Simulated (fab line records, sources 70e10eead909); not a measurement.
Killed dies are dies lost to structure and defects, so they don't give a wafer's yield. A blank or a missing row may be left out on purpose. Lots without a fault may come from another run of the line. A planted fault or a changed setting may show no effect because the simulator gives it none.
Chamber matching | flow nand_harc | NHARC_P_M1_PRE_CLEAN_32 on pecvd-01: 3 sister chambers
The step time 12 s. 3 wafers are shown with their chamber, then 7 later ones without.

WAFERS WITH THEIR CHAMBER
wafer  | chamber | heater_power_w (W)
L084.3 | 0       | 664
L087.1 | 2       | 494
L087.2 | 1       | 622

WAFERS WITHOUT THEIR CHAMBER
wafer  | heater_power_w (W)
L087.4 | 490
L090.1 | 555
L090.3 | 610
L090.6 | 527
L091.2 | 564
L091.3 | 630
L091.4 | 635

WHICH CHAMBER EACH WENT THROUGH
wafer  | from the rows above          | in truth
L087.4 | 2                            | 2
L090.1 | can't be placed: 2 or 1 or 0 | 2
L090.3 | can't be placed: 1 or 0      | 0
L090.6 | can't be placed: 2 or 1      | 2
L091.2 | can't be placed: 1 or 2 or 0 | 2
L091.3 | can't be placed: 1 or 0      | 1
L091.4 | can't be placed: 1 or 0      | 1
Placed correctly: 1 of 7. Can't be placed from these rows: 6 (the true chamber is among the candidates in 6). Placed wrongly: 0.
How it was worked out, from the rows above alone: a wafer's distance from a chamber is the root of the sum, over the readings, of the square of ((its reading less the chamber's mean) divided by the reading's scatter). The wafer belongs to the nearest chamber; if the next one is less than 2 further off, it can't be placed. A chamber's mean is the mean of its shown wafers. The scatter: with one shown wafer a chamber, the root of the mean of the squares of how far each hidden wafer lies from its nearest shown one.
